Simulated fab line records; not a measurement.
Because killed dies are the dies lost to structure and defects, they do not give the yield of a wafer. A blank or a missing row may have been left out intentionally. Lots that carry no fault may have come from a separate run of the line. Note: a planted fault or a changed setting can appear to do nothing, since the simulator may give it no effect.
Matching of chambers    flow n5_finfet    pecvd-03 running N5_BEOL_M6_ILD_DEP_00: 3 sister chambers
The step deposits SiCOH lowk from DEMS/porogen, target thk 179.75 nm, time 33.4 s. 3 wafers are shown with their chamber, then 8 later ones without.

== WAFERS PAIRED WITH THEIR CHAMBERS ==
wafer   chamber  showerhead_plenum_p_Torr (Torr)
L086.2  0        5.750
L086.6  1        5.725
L091.1  2        5.704

== WAFERS WITH NO CHAMBER GIVEN ==
wafer   showerhead_plenum_p_Torr (Torr)
L091.2  5.746
L091.6  5.740
L093.3  5.748
L093.4  5.711
L093.6  5.759
L097.2  5.711
L097.3  5.746
L097.6  5.753

== WHICH CHAMBER EACH ONE RAN IN ==
wafer    from the rows above       in truth
L091.2   0                         0
L091.6   can't be placed: 0 or 1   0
L093.3   0                         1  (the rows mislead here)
L093.4   can't be placed: 2 or 1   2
L093.6   0                         0
L097.2   can't be placed: 2 or 1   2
L097.3   0                         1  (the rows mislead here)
L097.6   0                         0
Placed correctly: 3 of 8. These rows do not allow placing 3 (true chamber among the candidates in 3). Wrongly placed: 2.
How it was worked out, from the rows above alone: a wafer's distance from a chamber is the root of the sum, over the readings, of the square of ((its reading less the chamber's mean) divided by the reading's scatter). If the next closest chamber is less than 2 further off than the closest, the wafer can't be placed; otherwise it belongs to the closest. A chamber's mean is the mean of its shown wafers. The scatter (one wafer shown for each chamber): square how far every hidden wafer sits from the nearest shown wafer, average those squares and take the square root.
